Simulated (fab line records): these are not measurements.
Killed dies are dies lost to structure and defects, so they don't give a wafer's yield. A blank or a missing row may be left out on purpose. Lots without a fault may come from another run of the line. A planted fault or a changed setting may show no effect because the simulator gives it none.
Matching of chambers / flow n5 finfet / 4 sister chambers for N5_BEOL_M1_ALD_98 on ald sin-02
The step deposits SiO2, target thk 2.5 nm, pulse time 1 s, co reactant pulse time 1 s. 4 wafers are shown with their chamber, then 10 later ones without.

WAFERS, EACH WITH ITS CHAMBER
wafer=L082.1; chamber=0; heater power w (W)=97
wafer=L082.4; chamber=2; heater power w (W)=81
wafer=L083.1; chamber=3; heater power w (W)=75
wafer=L083.5; chamber=1; heater power w (W)=82

WAFERS WHOSE CHAMBER IS MISSING
wafer=L083.6; heater power w (W)=80
wafer=L087.2; heater power w (W)=80
wafer=L087.4; heater power w (W)=80
wafer=L087.5; heater power w (W)=79
wafer=L090.1; heater power w (W)=79
wafer=L090.4; heater power w (W)=79
wafer=L090.5; heater power w (W)=78
wafer=L091.3; heater power w (W)=80
wafer=L091.4; heater power w (W)=98
wafer=L091.5; heater power w (W)=77

CHAMBER TAKEN BY EACH
wafer=L083.6; from the rows above=can't be placed: 2 or 1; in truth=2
wafer=L087.2; from the rows above=can't be placed: 2 or 1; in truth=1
wafer=L087.4; from the rows above=can't be placed: 2 or 1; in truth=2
wafer=L087.5; from the rows above=can't be placed: 2 or 1 or 3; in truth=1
wafer=L090.1; from the rows above=can't be placed: 2 or 1 or 3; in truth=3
wafer=L090.4; from the rows above=can't be placed: 2 or 1 or 3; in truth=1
wafer=L090.5; from the rows above=can't be placed: 2 or 3 or 1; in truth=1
wafer=L091.3; from the rows above=can't be placed: 2 or 1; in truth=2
wafer=L091.4; from the rows above=0; in truth=0
wafer=L091.5; from the rows above=can't be placed: 3 or 2 or 1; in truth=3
Correct placement for 1 of the 10. From these rows, 9 cannot be placed; in 9 the true chamber is one of the candidates. Placed wrongly: 0.
How it was worked out, from the rows above alone: a wafer's distance from a chamber is the root of the sum, over the readings, of the square of ((its reading less the chamber's mean) divided by the reading's scatter). If the next closest chamber is less than 2 further off than the closest, the wafer can't be placed; otherwise it belongs to the closest. A chamber's mean is the mean of its shown wafers. The scatter (one wafer shown for each chamber): square how far every hidden wafer sits from the nearest shown wafer, average those squares and take the square root.
